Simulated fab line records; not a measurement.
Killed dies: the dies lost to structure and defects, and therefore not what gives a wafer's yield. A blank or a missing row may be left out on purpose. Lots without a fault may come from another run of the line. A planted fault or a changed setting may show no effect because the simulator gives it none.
Matching of chambers -- flow n5-finfet -- 4 sister chambers for N5_PMOS_HMC_CHANNEL_EPI_FIN_RECESS_16 on rie-si-01
The step chemistry HBr/Cl2, target Si, target depth 54 nm, time 18 s. 14 wafers are shown with their chamber, then 7 later ones without.

WAFERS, EACH WITH ITS CHAMBER
wafer,chamber,throttle-valve-pct (%),drypump-motor-current-A (A),oes-product-au (a.u.)
L076.2,1,35.69,6.2,1.010
L076.3,2,35.32,6.3,1.026
L076.5,2,35.33,6.3,1.031
L078.1,1,35.67,6.3,1.006
L078.2,0,35.02,6.1,1.044
L078.4,2,35.33,6.4,1.042
L079.1,3,35.26,5.6,0.957
L079.4,2,35.32,6.3,1.038
L079.6,0,35.04,6.1,1.037
L080.2,1,35.67,6.3,1.010
L080.3,3,35.26,5.6,0.960
L080.4,2,35.30,6.3,1.041
L092.2,1,35.67,6.3,1.004
L092.4,0,35.04,6.1,1.036

SIGNATURES (averages over the wafers above)
reading,chamber 0,chamber 1,chamber 2,chamber 3,scatter within a chamber
throttle-valve-pct,35.0333,35.6750,35.3200,35.2600,0.0108
drypump-motor-current-A,6.100,6.275,6.320,5.600,0.0394
oes-product-au,1.03900,1.00750,1.03560,0.95850,0.00509
Rule: a wafer's distance from a chamber is the root of the sum, over the readings, of the square of ((its reading less the chamber's mean) divided by the reading's scatter). If the next closest chamber is less than 2 further off than the closest, the wafer can't be placed; otherwise it belongs to the closest. The scatter: the root of (the sum of the squares of (reading less its chamber's mean) over the shown wafers, divided by (wafers less chambers)).

WAFERS MISSING THEIR CHAMBER
wafer,throttle-valve-pct (%),drypump-motor-current-A (A),oes-product-au (a.u.)
L092.5,35.04,6.1,1.035
L094.4,35.27,5.6,0.960
L094.5,35.33,6.3,1.031
L094.6,35.26,5.6,0.955
L096.1,35.05,6.1,1.030
L096.3,35.26,5.6,0.968
L096.4,35.68,6.2,1.007

THE CHAMBER EACH PASSED THROUGH
wafer,from the rows above,in truth
L092.5,0,0
L094.4,3,3
L094.5,2,2
L094.6,3,3
L096.1,0,0
L096.3,3,3
L096.4,1,1
Correctly placed: 7 of 7. Number that these rows cannot place: 0. Placed wrongly: 0.
